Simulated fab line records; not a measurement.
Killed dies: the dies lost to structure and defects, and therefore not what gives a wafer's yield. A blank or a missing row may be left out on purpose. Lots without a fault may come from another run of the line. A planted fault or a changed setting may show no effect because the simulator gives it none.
Which tool was responsible? ; flow n5_finfet ; 21 lots, 63 wafers sampled, at 1 step of a route of 1938

## WHAT THE GAUGES SHOWED, per wafer
N5_BEOL_M6_RS_MEAS_57: measurement is done with a four-point probe. Usual: for M6_RS the level is 0.289 ohm/sq and the standard deviation is 0.0095.
lot;measured;on;M6_RS (ohm/sq);flag
L074;day 8 15:40;film_metro-01;0.293 0.291 0.292;
L077;day 9 12:18;film_metro-02;0.295 0.291 0.292;
L076;day 9 14:23;film_metro-02;0.285 0.275 0.275;
L078;day 10 05:34;film_metro-01;0.298 0.274 0.286;
L080;day 11 05:46;film_metro-02;0.276 0.288 0.312;
L079;day 11 06:14;film_metro-02;0.287 0.299 0.278;
L082;day 11 07:19;film_metro-02;0.278 0.290 0.271;
L081;day 11 11:44;film_metro-02;0.283 0.294 0.290;
L083;day 11 13:10;film_metro-02;0.292 0.280 0.278;
L085;day 12 10:56;film_metro-01;0.287 0.286 0.288;
L084;day 12 13:14;film_metro-02;0.293 0.302 0.313;
L087;day 12 16:38;film_metro-01;0.296 0.294 0.293;
L088;day 12 17:56;film_metro-02;0.280 0.281 0.296;
L089;day 12 20:59;film_metro-01;0.294 0.290 0.286;
L086;day 12 21:33;film_metro-01;0.280 0.294 0.292;
L090;day 13 07:44;film_metro-02;0.282 0.286 0.278;
L092;day 13 22:39;film_metro-02;0.291 0.283 0.291;
L093;day 14 06:03;film_metro-01;0.273 0.288 0.291;
L094;day 15 07:42;film_metro-02;0.296 0.300 0.302;
L096;day 15 09:23;film_metro-02;0.279 0.297 0.263;
L097;day 16 07:06;film_metro-01;0.291 0.276 0.289;

## WHAT TOOL EACH LOT RAN ON (gives the tool, then ch and the chambers of the sampled wafers, and finally the start)
There is no process step in the record ahead of these readings.

## WHAT THE TOOLS THEMSELVES READ (means of the sampled wafers that have a number; where no wafer has one, the mark that the record gives instead)
The record holds no such reading with a usual standard deviation.

## THE ANSWER, worked out from the rows above alone
Rule: take the mean of a lot's wafers that have a number; if it is more than 3 standard deviations from the usual mean, the lot is off. A lot without any number at a reading at which 4 lots or more have one is off too. The other lots that the step has rows for count as sound. The gauges are gone through in route order, then the tools' own readings, and for those a lot's mean is taken as printed above. At the first step where some lot is off, the reading lying furthest off is the one used; lots without a number count as furthest.
Across all readings shown, no lot is off: no conclusion can be drawn from this.

## WHAT THE SIMULATOR HAD INSERTED
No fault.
